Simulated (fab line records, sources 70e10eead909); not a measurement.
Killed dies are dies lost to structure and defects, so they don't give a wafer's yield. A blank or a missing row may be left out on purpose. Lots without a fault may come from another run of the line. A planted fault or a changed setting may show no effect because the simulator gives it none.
Chamber matching | flow nand_harc | NHARC_A_CONTACT_CMP_20 on cmp-02: 4 sister chambers
The step polishes, t overpolish 30 s, target thk 300 nm. 4 wafers are shown with their chamber, then 9 later ones without.

WAFERS WITH THEIR CHAMBER
wafer  | chamber | motor_current_A (A)
L084.1 | 2       | 11.5
L089.1 | 3       | 12.8
L089.2 | 0       | 11.2
L089.4 | 1       | 13.1

WAFERS WITHOUT THEIR CHAMBER
wafer  | motor_current_A (A)
L094.1 | 13.1
L094.2 | 13.5
L094.4 | 10.7
L096.1 | 10.6
L096.3 | 12.5
L096.5 | 10.9
L097.3 | 12.2
L097.4 | 10.6
L097.5 | 13.0

WHICH CHAMBER EACH WENT THROUGH
wafer  | from the rows above               | in truth
L094.1 | can't be placed: 1 or 3           | 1
L094.2 | can't be placed: 1 or 3           | 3
L094.4 | can't be placed: 0 or 2           | 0
L096.1 | can't be placed: 0 or 2           | 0
L096.3 | can't be placed: 3 or 1 or 2      | 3
L096.5 | can't be placed: 0 or 2           | 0
L097.3 | can't be placed: 3 or 2 or 1 or 0 | 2
L097.4 | can't be placed: 0 or 2           | 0
L097.5 | can't be placed: 1 or 3           | 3
Placed correctly: 0 of 9. Can't be placed from these rows: 9 (the true chamber is among the candidates in 9). Placed wrongly: 0.
How it was worked out, from the rows above alone: a wafer's distance from a chamber is the root of the sum, over the readings, of the square of ((its reading less the chamber's mean) divided by the reading's scatter). The wafer belongs to the nearest chamber; if the next one is less than 2 further off, it can't be placed. A chamber's mean is the mean of its shown wafers. The scatter: with one shown wafer a chamber, the root of the mean of the squares of how far each hidden wafer lies from its nearest shown one.
